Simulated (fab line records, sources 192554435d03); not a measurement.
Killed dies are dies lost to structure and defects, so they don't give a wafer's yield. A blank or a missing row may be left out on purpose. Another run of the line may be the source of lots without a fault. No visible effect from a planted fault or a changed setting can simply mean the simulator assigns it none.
Which of the tools did it? + flow n5-finfet + Sampling: 24 lots, 72 wafers, 5 of 1938 route steps

WHAT THE GAUGES READ, wafer by wafer
N5_BEOL_M6_OVL_MEAS_12. Usual: M6_OVL -0.3 nm, standard deviation 0.67.
| lot  | measured     | on         | M6_OVL (nm)    | flag |
|------|--------------|------------|----------------|------|
| L074 | day 8 06:44  | overlay-01 | 0.5 0.2 1.1    |      |
| L076 | day 8 15:03  | overlay-02 | -0.2 -0.2 -1.0 |      |
| L075 | day 8 18:07  | overlay-01 | -1.4 -0.1 -1.0 |      |
| L077 | day 9 14:32  | overlay-02 | -1.8 -0.5 -0.7 |      |
| L079 | day 9 19:23  | overlay-01 | -1.0 -0.3 -1.0 |      |
| L078 | day 10 00:28 | overlay-01 | 0.4 0.4 -0.1   |      |
| L081 | day 10 00:37 | overlay-01 | -0.7 -1.6 0.0  |      |
| L080 | day 10 05:05 | overlay-02 | -0.7 0.2 -1.5  |      |
| L082 | day 10 05:16 | overlay-02 | -1.0 -0.5 -1.2 |      |
| L083 | day 10 16:17 | overlay-02 | -0.3 -0.6 -0.5 |      |
| L084 | day 10 19:42 | overlay-01 | 1.1 -0.3 0.7   |      |
| L085 | day 11 06:47 | overlay-01 | 0.2 -1.1 -0.7  |      |
| L086 | day 11 15:10 | overlay-01 | 0.2 -0.3 1.0   |      |
| L088 | day 11 19:04 | overlay-02 | 0.6 -0.4 0.4   |      |
| L087 | day 11 23:56 | overlay-02 | -0.6 -1.1 -1.1 |      |
| L089 | day 12 11:05 | overlay-01 | -0.3 -0.1 -1.1 |      |
| L091 | day 12 17:25 | overlay-01 | -0.4 -0.1 -0.6 |      |
| L090 | day 12 17:38 | overlay-02 | -0.4 -0.6 -0.8 |      |
| L092 | day 12 18:20 | overlay-02 | 1.0 0.8 -0.3   |      |
| L093 | day 13 02:23 | overlay-01 | 0.1 0.1 -0.6   |      |
| L094 | day 13 09:25 | overlay-01 | -0.5 -0.9 -0.7 |      |
| L095 | day 13 15:47 | overlay-01 | -1.5 0.5 0.0   |      |
| L096 | day 14 10:46 | overlay-01 | -0.5 -0.1 0.2  |      |
| L097 | day 14 12:04 | overlay-02 | 0.3 0.1 -0.2   |      |

TOOL THAT RAN EACH LOT (tool first, then ch and the chambers of the sampled wafers, then the start)
| lot  | N5_BEOL_M5_ALD_86                   | N5_BEOL_M5_SURFACE_TREAT_87  | N5_BEOL_M5_SPUTTER_88        | N5_BEOL_M6_ILD_DEP_00           |
|------|-------------------------------------|------------------------------|------------------------------|---------------------------------|
| L074 | ald-metal-01 ch 0,2, day 7 22:14    | pvd-sputter-03, day 7 22:29  | pvd-sputter-02, day 8 01:59  | pecvd-01 ch 0,1, day 8 04:54    |
| L076 | ald-metal-04 ch 0,2,3, day 8 06:20  | pvd-sputter-02, day 8 06:38  | pvd-sputter-01, day 8 10:10  | pecvd-02 ch 1,2, day 8 12:22    |
| L075 | ald-metal-04 ch 0,2,3, day 8 08:35  | pvd-sputter-03, day 8 08:49  | pvd-sputter-02, day 8 13:04  | pecvd-04 ch 0,1,2, day 8 15:18  |
| L077 | ald-metal-01 ch 0,1,2, day 9 06:36  | pvd-sputter-03, day 9 06:50  | pvd-sputter-03, day 9 10:20  | pecvd-01 ch 0,1,2, day 9 12:49  |
| L079 | ald-metal-04 ch 2,3, day 9 11:39    | pvd-sputter-03, day 9 11:56  | pvd-sputter-03, day 9 15:31  | pecvd-04 ch 0,1, day 9 18:01    |
| L078 | ald-metal-01 ch 0,1,3, day 9 13:52  | pvd-sputter-01, day 9 14:07  | pvd-sputter-01, day 9 17:40  | pecvd-01 ch 0,2, day 9 19:54    |
| L081 | ald-metal-01 ch 0,1,2, day 9 14:51  | pvd-sputter-03, day 9 16:41  | pvd-sputter-03, day 9 20:13  | pecvd-01 ch 0,1,2, day 9 22:25  |
| L080 | ald-metal-04 ch 1,3, day 9 18:46    | pvd-sputter-02, day 9 19:05  | pvd-sputter-02, day 9 22:37  | pecvd-04 ch 0,2, day 10 02:09   |
| L082 | ald-metal-01 ch 0,2, day 9 18:56    | pvd-sputter-02, day 9 19:12  | pvd-sputter-01, day 9 22:49  | pecvd-04 ch 0,1, day 10 02:16   |
| L083 | ald-metal-04 ch 0,2,3, day 10 07:57 | pvd-sputter-03, day 10 08:13 | pvd-sputter-01, day 10 11:45 | pecvd-04 ch 0,1,2, day 10 14:04 |
| L084 | ald-metal-04 ch 0,1,3, day 10 11:38 | pvd-sputter-03, day 10 12:10 | pvd-sputter-03, day 10 15:40 | pecvd-02 ch 0,1,2, day 10 17:52 |
| L085 | ald-metal-01 ch 0,1,3, day 10 20:17 | pvd-sputter-03, day 10 21:29 | pvd-sputter-02, day 11 01:16 | pecvd-02 ch 0,1,2, day 11 03:28 |
| L086 | ald-metal-01 ch 0,2,3, day 11 07:09 | pvd-sputter-01, day 11 07:23 | pvd-sputter-02, day 11 10:52 | pecvd-04 ch 0,1,2, day 11 13:06 |
| L088 | ald-metal-04 ch 1,3, day 11 11:13   | pvd-sputter-03, day 11 11:30 | pvd-sputter-03, day 11 15:04 | pecvd-02 ch 0,1, day 11 17:17   |
| L087 | ald-metal-04 ch 0,2,3, day 11 14:46 | pvd-sputter-01, day 11 15:13 | pvd-sputter-01, day 11 18:44 | pecvd-04 ch 0,1, day 11 21:23   |
| L089 | ald-metal-01 ch 2,3, day 12 03:34   | pvd-sputter-01, day 12 03:50 | pvd-sputter-01, day 12 07:21 | pecvd-01 ch 0,1, day 12 09:33   |
| L091 | ald-metal-02 ch 0,1,2, day 12 08:37 | pvd-sputter-03, day 12 08:52 | pvd-sputter-01, day 12 12:23 | pecvd-01 ch 0,1,2, day 12 14:35 |
| L090 | ald-metal-01 ch 0,1,3, day 12 08:41 | pvd-sputter-03, day 12 08:55 | pvd-sputter-02, day 12 12:28 | pecvd-02 ch 0,1, day 12 14:40   |
| L092 | ald-metal-04 ch 0,2,3, day 12 10:31 | pvd-sputter-03, day 12 10:47 | pvd-sputter-03, day 12 14:24 | pecvd-01 ch 0,2, day 12 16:37   |
| L093 | ald-metal-01 ch 1,2, day 12 17:40   | pvd-sputter-02, day 12 17:55 | pvd-sputter-03, day 12 21:26 | pecvd-04 ch 0,1, day 12 23:55   |
| L094 | ald-metal-02 ch 2,3, day 13 01:57   | pvd-sputter-01, day 13 02:13 | pvd-sputter-03, day 13 05:42 | pecvd-02 ch 1,2, day 13 07:54   |
| L095 | ald-metal-02 ch 0,1,2, day 13 08:09 | pvd-sputter-02, day 13 08:22 | pvd-sputter-02, day 13 11:51 | pecvd-01 ch 0,1,2, day 13 14:04 |
| L096 | ald-metal-04 ch 1,2,3, day 14 03:08 | pvd-sputter-03, day 14 03:23 | pvd-sputter-01, day 14 07:01 | pecvd-04 ch 0,1, day 14 09:14   |
| L097 | ald-metal-04 ch 0,1,3, day 14 04:51 | pvd-sputter-03, day 14 05:09 | pvd-sputter-03, day 14 08:39 | pecvd-04 ch 0,1,2, day 14 10:52 |
- N5_BEOL_M5_ALD_86: deposits TaN, pulse time 2 s, purge time 3 s, co reactant purge time 2 s.
- N5_BEOL_M5_SURFACE_TREAT_87
- N5_BEOL_M5_SPUTTER_88: material Cu, target thk 15 nm, time 27.62 s.
- N5_BEOL_M6_ILD_DEP_00: deposits SiCOH lowk from DEMS/porogen, target thk 179.75 nm, time 33.4 s.

AS READ BY THE TOOLS THEMSELVES (means over the sampled wafers that have a number; for cases with no such wafer, the mark the record gives instead)
N5_BEOL_M5_ALD_86. Usual: heater-power-w 392 W, standard deviation 34; mfc-carrier-sccm 1500 sccm, standard deviation 4.8.
| lot  | tool         | heater-power-w (W) | mfc-carrier-sccm (sccm) | flag |
|------|--------------|--------------------|-------------------------|------|
| L074 | ald-metal-01 | 389                | 1495                    |      |
| L076 | ald-metal-04 | 386                | 1502                    |      |
| L075 | ald-metal-04 | 391                | 1501                    |      |
| L077 | ald-metal-01 | 420                | 1499                    |      |
| L079 | ald-metal-04 | 378                | 1499                    |      |
| L078 | ald-metal-01 | 414                | 1502                    |      |
| L081 | ald-metal-01 | 418                | 1494                    |      |
| L080 | ald-metal-04 | 399                | 1502                    |      |
| L082 | ald-metal-01 | 389                | 1504                    |      |
| L083 | ald-metal-04 | 392                | 1500                    |      |
| L084 | ald-metal-04 | 406                | 1499                    |      |
| L085 | ald-metal-01 | 416                | 1503                    |      |
| L086 | ald-metal-01 | 386                | 1493                    |      |
| L088 | ald-metal-04 | 395                | 1501                    |      |
| L087 | ald-metal-04 | 389                | 1501                    |      |
| L089 | ald-metal-01 | 356                | 1502                    |      |
| L091 | ald-metal-02 | 403                | 1495                    |      |
| L090 | ald-metal-01 | 416                | 1497                    |      |
| L092 | ald-metal-04 | 383                | 1498                    |      |
| L093 | ald-metal-01 | 412                | 1500                    |      |
| L094 | ald-metal-02 | 376                | 1502                    |      |
| L095 | ald-metal-02 | 399                | 1501                    |      |
| L096 | ald-metal-04 | 388                | 1501                    |      |
| L097 | ald-metal-04 | 397                | 1503                    |      |

N5_BEOL_M5_SPUTTER_88. Usual: throttle-valve-pct at 30.3 %, with a standard deviation of 1.1.
| lot  | tool           | throttle-valve-pct (%) | flag |
|------|----------------|------------------------|------|
| L074 | pvd-sputter-02 | 29.9                   |      |
| L076 | pvd-sputter-01 | 30.4                   |      |
| L075 | pvd-sputter-02 | 30.2                   |      |
| L077 | pvd-sputter-03 | 30.9                   |      |
| L079 | pvd-sputter-03 | 29.4                   |      |
| L078 | pvd-sputter-01 | 30.6                   |      |
| L081 | pvd-sputter-03 | 30.7                   |      |
| L080 | pvd-sputter-02 | 30.3                   |      |
| L082 | pvd-sputter-01 | 30.8                   |      |
| L083 | pvd-sputter-01 | 30.7                   |      |
| L084 | pvd-sputter-03 | 29.9                   |      |
| L085 | pvd-sputter-02 | 29.7                   |      |
| L086 | pvd-sputter-02 | 30.2                   |      |
| L088 | pvd-sputter-03 | 29.8                   |      |
| L087 | pvd-sputter-01 | 31.1                   |      |
| L089 | pvd-sputter-01 | 31.1                   |      |
| L091 | pvd-sputter-01 | 31.0                   |      |
| L090 | pvd-sputter-02 | 30.2                   |      |
| L092 | pvd-sputter-03 | 29.7                   |      |
| L093 | pvd-sputter-03 | 29.0                   |      |
| L094 | pvd-sputter-03 | 29.8                   |      |
| L095 | pvd-sputter-02 | 29.9                   |      |
| L096 | pvd-sputter-01 | 31.2                   |      |
| L097 | pvd-sputter-03 | 31.3                   |      |

N5_BEOL_M6_ILD_DEP_00. Usual: heater-power-w 320 W, standard deviation 38; showerhead-plenum-p-Torr 5.742 Torr, standard deviation 0.015; showerhead-vpp-V 1359 V, standard deviation 55; throttle-valve-pct 13.8 %, standard deviation 0.89.
| lot  | tool     | heater-power-w (W) | showerhead-plenum-p-Torr (Torr) | showerhead-vpp-V (V) | throttle-valve-pct (%) | flag |
|------|----------|--------------------|---------------------------------|----------------------|------------------------|------|
| L074 | pecvd-01 | 331                | 5.750                           | 1355                 | 13.9                   |      |
| L076 | pecvd-02 | 312                | 5.735                           | 1351                 | 13.9                   |      |
| L075 | pecvd-04 | 308                | 5.746                           | 1325                 | 13.6                   |      |
| L077 | pecvd-01 | 300                | 5.749                           | 1375                 | 13.9                   |      |
| L079 | pecvd-04 | 320                | 5.727                           | 1268                 | 14.1                   |      |
| L078 | pecvd-01 | 310                | 5.742                           | 1391                 | 13.9                   |      |
| L081 | pecvd-01 | 312                | 5.757                           | 1372                 | 13.7                   |      |
| L080 | pecvd-04 | 312                | 5.736                           | 1318                 | 13.1                   |      |
| L082 | pecvd-04 | 289                | 5.724                           | 1294                 | 14.2                   |      |
| L083 | pecvd-04 | 320                | 5.740                           | 1327                 | 13.7                   |      |
| L084 | pecvd-02 | 304                | 5.746                           | 1397                 | 14.1                   |      |
| L085 | pecvd-02 | 324                | 5.740                           | 1388                 | 14.1                   |      |
| L086 | pecvd-04 | 316                | 5.743                           | 1337                 | 13.8                   |      |
| L088 | pecvd-02 | 366                | 5.742                           | 1416                 | 14.7                   |      |
| L087 | pecvd-04 | 344                | 5.730                           | 1297                 | 14.6                   |      |
| L089 | pecvd-01 | 369                | 5.746                           | 1350                 | 13.8                   |      |
| L091 | pecvd-01 | 289                | 5.748                           | 1371                 | 13.2                   |      |
| L090 | pecvd-02 | 315                | 5.746                           | 1381                 | 14.5                   |      |
| L092 | pecvd-01 | 288                | 5.738                           | 1359                 | 13.3                   |      |
| L093 | pecvd-04 | 335                | 5.727                           | 1305                 | 14.7                   |      |
| L094 | pecvd-02 | 320                | 5.742                           | 1348                 | 13.9                   |      |
| L095 | pecvd-01 | 330                | 5.731                           | 1381                 | 13.5                   |      |
| L096 | pecvd-04 | 344                | 5.736                           | 1296                 | 14.5                   |      |
| L097 | pecvd-04 | 306                | 5.742                           | 1345                 | 13.9                   |      |

THE ANSWER, worked out from the rows above alone
Rule: take the mean of a lot's wafers that have a number; if it is more than 3 standard deviations from the usual mean, the lot is off. A lot without any number at a reading at which 4 lots or more have one is off too. All remaining lots with rows at the step are treated as sound. After the gauges, taken in route order, come the tools' own readings; for these a lot's mean is taken, as printed above. At the first step where some lot is off, the reading lying furthest off is the one used; lots without a number count as furthest.
No lot is off at any reading shown: from this, nothing can be told.

WHAT WAS PUT IN BY THE SIMULATOR
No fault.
